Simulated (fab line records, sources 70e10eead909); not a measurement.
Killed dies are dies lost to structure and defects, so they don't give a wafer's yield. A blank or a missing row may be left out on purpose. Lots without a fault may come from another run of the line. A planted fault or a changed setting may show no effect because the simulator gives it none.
Which tool did it? | flow nand_harc | 12 lots, 36 wafers sampled, at 1 step of a route of 1302

WHAT THE GAUGES READ, wafer by wafer
NHARC_P_GATE_CD_MEAS_11: target cd 1640 nm.
lot  | measured     | on        | cd_nm (nm)
L075 | day 4 15:05  | cd_sem-01 | 1640.5 1633.4 1635.1
L077 | day 5 11:46  | cd_sem-01 | 1638.0 1639.8 1636.6
L079 | day 6 12:51  | cd_sem-02 | 1635.8 1636.1 1638.9
L081 | day 7 04:05  | cd_sem-01 | 1637.2 1638.7 1641.1
L083 | day 7 23:07  | cd_sem-01 | 1645.7 1638.9 1641.8
L085 | day 9 00:18  | cd_sem-01 | 1637.3 1638.5 1642.5
L087 | day 9 13:21  | cd_sem-01 | 1640.4 1638.9 1638.7
L088 | day 10 10:38 | cd_sem-01 | 1641.7 1642.6 1642.1
L091 | day 11 07:50 | cd_sem-02 | 1637.6 1640.6 1643.4
L093 | day 12 05:42 | cd_sem-01 | 1641.1 1640.0 1639.1
L095 | day 13 00:40 | cd_sem-03 | 1640.3 1639.9 1639.5
L097 | day 13 22:45 | cd_sem-03 | 1641.3 1635.7 1638.2

WHICH TOOL RAN EACH LOT (tool, then ch and the chambers of the sampled wafers, then the start)
The record holds no process step before these readings.

THE ANSWER, worked out from the rows above alone
Rule: what is usual is taken from the lots themselves. Put in order of their means at a reading, lots are off if they are a third of the lots or fewer, leave a main group of 4 or more, and stand apart from it by a gap of 3 or more times the standard deviation of the main group's means; of several such gaps the widest counts. A main group whose means are all the same, to the digits that the tables above print for the reading, isn't used. A lot without any number at a reading at which 4 lots or more have one is off too. The other lots that the step has rows for count as sound.
No lot is off at any reading shown: from this, nothing can be told.

WHAT THE SIMULATOR HAD PUT IN
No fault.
